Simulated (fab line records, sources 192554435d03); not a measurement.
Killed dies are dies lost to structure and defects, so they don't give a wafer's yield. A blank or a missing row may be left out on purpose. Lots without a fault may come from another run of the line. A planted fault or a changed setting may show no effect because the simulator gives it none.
Split-lot experiment | flow n5_finfet | 7 lots, 21 wafers read, on a route of 1938 steps

THE SPLIT
At N5_BEOL_M11_ILD_DEP_00 (deposits SiCOH lowk from DEMS/porogen, target thk 308.51 nm, time 58 s), the setting time_s was moved away from the recipe's 58 s on 7 of the 21 wafers read, by -9.4% to +14.0%. The other wafers ran this setting at the recipe's value.

FROM THE SPLIT TO THE READING: what the file shows between them, 1 step
- N5_BEOL_M11_CURE_71: cures SiCOH lowk, time 240 s

THE READING
M11_ILD_THK, in nm, at N5_BEOL_M11_THK_MEAS_01. Fault-free wafers of this fab line usually give 267 nm, standard deviation 3.6 nm.

wafer  | tool, chamber at the split | time_s as run, s | against the recipe | M11_ILD_THK, nm | against lot-mates on the recipe
L075.1 | pecvd-04, 2                | 58               | recipe             | 273             | -
L075.4 | pecvd-04, 1                | 58               | recipe             | 272             | -
L075.6 | pecvd-04, 0                | 58               | recipe             | 275             | -
L077.1 | pecvd-03, 1                | 66.12            | +14.0%             | 306             | +38
L077.4 | pecvd-03, 0                | 58               | recipe             | 268             | -
L077.5 | pecvd-03, 2                | 66.12            | +14.0%             | 298             | +30
L084.2 | pecvd-03, 0                | 58               | recipe             | 267             | -
L084.4 | pecvd-03, 0                | 52.54            | -9.4%              | 246             | -24
L084.6 | pecvd-03, 1                | 58               | recipe             | 274             | -
L090.1 | pecvd-01, 1                | 62.85            | +8.4%              | 287             | +21
L090.4 | pecvd-01, 2                | 62.85            | +8.4%              | 290             | +24
L090.5 | pecvd-01, 1                | 58               | recipe             | 266             | -
L092.2 | pecvd-01, 2                | 58               | recipe             | 268             | -
L092.3 | pecvd-01, 0                | 58               | recipe             | 264             | -
L092.5 | pecvd-01, 0                | 58               | recipe             | 270             | -
L097.3 | pecvd-01, 2                | 58               | recipe             | 265             | -
L097.4 | pecvd-01, 1                | 53.8             | -7.2%              | 248             | -17
L097.6 | pecvd-01, 0                | 53.8             | -7.2%              | 247             | -18
L095.2 | pecvd-01, 0                | 58               | recipe             | 264             | -
L095.3 | pecvd-01, 2                | 58               | recipe             | 264             | -
L095.6 | pecvd-01, 0                | 58               | recipe             | 267             | -

THE FIT
A straight line over all 21 wafers: M11_ILD_THK changes by +2.48 nm for each +1% of time_s; r = +0.97; the points scatter about the line by 3.6 nm.
The same after taking each lot's own level away (the mean of its wafers on the recipe; 21 wafers): +2.5 nm for each +1%; r = +0.99; scatter 2.3 nm.
On that fit, the largest move of time_s shifts the reading by 35 nm.
The lots' own levels span 265.0 to 273.3 nm, that is 2.3 times the standard deviation above.
So the lot-to-lot level changes the slope little: the two slopes agree.
Check: with one of the wafers moved furthest among these (+14.0%) left out of the fit, the line predicts +33.8 nm for it against its lot-mates. It came out at +38 nm against them.

OTHER SPLITS ON THESE WAFERS
These wafers also went through other splits before the reading. Each is held against what the fit with the lots' levels taken away leaves over:
other split on the same wafers | wafers away from the commonest value | r with M11_ILD_THK (lot level and that fit taken away)
N5_BEOL_M10_COAT_63 spin_rpm   | 4                                    | +0.06

THE WHOLE CHAIN: every reading that the file lists as answering this split, in the file's order
step                    | what it does                                                           | reading                                                                                   | change (the file's fit)              | r (the file's)
N5_BEOL_M11_ILD_DEP_00  | deposits SiCOH lowk from DEMS/porogen, target thk 308.51 nm, time 58 s | SiCOH_lowk_of_BEOL_M11_ILD_DEP_00.thk_nm (the simulator's own value, which no gauge read) | +2.82 nm for each +1% of the setting | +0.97
N5_BEOL_M11_CURE_71     | cures SiCOH lowk, time 240 s                                           | SiCOH_lowk_of_BEOL_M11_ILD_DEP_00.thk_nm (the simulator's own value, which no gauge read) | +2.49 nm for each +1% of the setting | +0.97
N5_BEOL_M11_THK_MEAS_01 |                                                                        | M11_ILD_THK                                                                               | +2.5 for each +1% of the setting     | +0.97

THE FILE'S OWN FIT
M11_ILD_THK changes by +2.5 nm for each +1% of time_s, r = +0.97.
